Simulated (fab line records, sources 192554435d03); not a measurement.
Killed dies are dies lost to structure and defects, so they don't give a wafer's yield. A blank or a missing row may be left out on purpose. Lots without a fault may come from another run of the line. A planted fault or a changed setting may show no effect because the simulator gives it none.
Split-lot experiment | flow n5_finfet | 7 lots, 21 wafers read, on a route of 1938 steps

THE SPLIT
At N5_BEOL_M2_COAT_05 (resist thk 30 nm), the setting spin_rpm was moved away from the recipe's 1500 rpm on 6 of the 21 wafers read, by -5.2% to +9.3%. The other wafers ran this setting at the recipe's value.

FROM THE SPLIT TO THE READING: what the file shows between them, 5 steps
- N5_BEOL_M2_EBR_07
- N5_BEOL_M2_SOFTBAKE_06: time 60 s
- N5_BEOL_M2_EXPOSE_08: exposes mask M2
- N5_BEOL_M2_PEB_09: peb time 60 s
- N5_BEOL_M2_DEVELOP_10: develop time 30 s

THE READING
CAR-EUV_of_BEOL_M2_COAT_05.thk_nm (the simulator's own value, which no gauge read), in nm, at N5_BEOL_M2_DESCUM_16 (chemistry O2, time 7 s). The file gives no usual value for it. The 15 wafers here that ran the recipe average 26.1 nm, standard deviation 0.098 nm.

wafer  | tool, chamber at the split | spin_rpm as run, rpm | against the recipe | CAR-EUV_of_BEOL_M2_COAT_05.thk_nm, nm | against lot-mates on the recipe
L074.1 | litho_track-05, 0          | 1592                 | +6.1%              | 25.2                                  | -1.0
L074.5 | litho_track-05, 0          | 1592                 | +6.1%              | 25.2                                  | -1.0
L074.6 | litho_track-05, 0          | 1500                 | recipe             | 26.2                                  | -
L077.1 | litho_track-05, 0          | 1570                 | +4.7%              | 25.4                                  | -0.8
L077.3 | litho_track-05, 0          | 1570                 | +4.7%              | 25.4                                  | -0.8
L077.2 | litho_track-05, 0          | 1500                 | recipe             | 26.2                                  | -
L082.1 | litho_track-01, 0          | 1500                 | recipe             | 26.2                                  | -
L082.5 | litho_track-01, 0          | 1500                 | recipe             | 26.2                                  | -
L082.4 | litho_track-01, 0          | 1500                 | recipe             | 26                                    | -
L083.3 | litho_track-03, 0          | 1500                 | recipe             | 26                                    | -
L083.4 | litho_track-03, 0          | 1500                 | recipe             | 26                                    | -
L083.6 | litho_track-03, 0          | 1500                 | recipe             | 26.2                                  | -
L091.1 | litho_track-01, 0          | 1500                 | recipe             | 26                                    | -
L091.4 | litho_track-01, 0          | 1500                 | recipe             | 26                                    | -
L091.2 | litho_track-01, 0          | 1422                 | -5.2%              | 27                                    | +1.0
L092.2 | litho_track-03, 0          | 1640                 | +9.3%              | 24.8                                  | -1.3
L092.5 | litho_track-03, 0          | 1500                 | recipe             | 26                                    | -
L092.6 | litho_track-03, 0          | 1500                 | recipe             | 26.2                                  | -
L094.1 | litho_track-03, 0          | 1500                 | recipe             | 26.2                                  | -
L094.3 | litho_track-03, 0          | 1500                 | recipe             | 26.2                                  | -
L094.5 | litho_track-03, 0          | 1500                 | recipe             | 26.2                                  | -

THE FIT
A straight line over all 21 wafers: CAR-EUV_of_BEOL_M2_COAT_05.thk_nm changes by -0.151 nm for each +1% of spin_rpm; r = -0.98; the points scatter about the line by 0.092 nm.
The same after taking each lot's own level away (the mean of its wafers on the recipe; 21 wafers): -0.16 nm for each +1%; r = -0.99; scatter 0.087 nm.
On that fit, the largest move of spin_rpm shifts the reading by 1.5 nm.
The lots' own levels span 26.00 to 26.20 nm, that is 2.0 times the standard deviation above.
So the lot-to-lot level changes the slope little: the two slopes agree.
Check: with one of the wafers moved furthest among these (+9.3%) left out of the fit, the line predicts -1.6 nm for it against its lot-mates. It came out at -1.3 nm against them.

THE WHOLE CHAIN: every reading that the file lists as answering this split, in the file's order
step                  | what it does           | reading                                                                            | change (the file's fit)               | r (the file's)
N5_BEOL_M2_COAT_05    | resist thk 30 nm       | CAR-EUV_of_BEOL_M2_COAT_05.thk_nm (the simulator's own value, which no gauge read) | -0.141 nm for each +1% of the setting | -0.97
N5_BEOL_M2_DEVELOP_10 | develop time 30 s      | CAR-EUV_of_BEOL_M2_COAT_05.thk_nm (the simulator's own value, which no gauge read) | -0.146 nm for each +1% of the setting | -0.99
N5_BEOL_M2_DESCUM_16  | chemistry O2, time 7 s | CAR-EUV_of_BEOL_M2_COAT_05.thk_nm (the simulator's own value, which no gauge read) | -0.157 nm for each +1% of the setting | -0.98

THE FILE'S OWN FIT
CAR-EUV_of_BEOL_M2_COAT_05.thk_nm changes by -0.157 nm for each +1% of spin_rpm, r = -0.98.
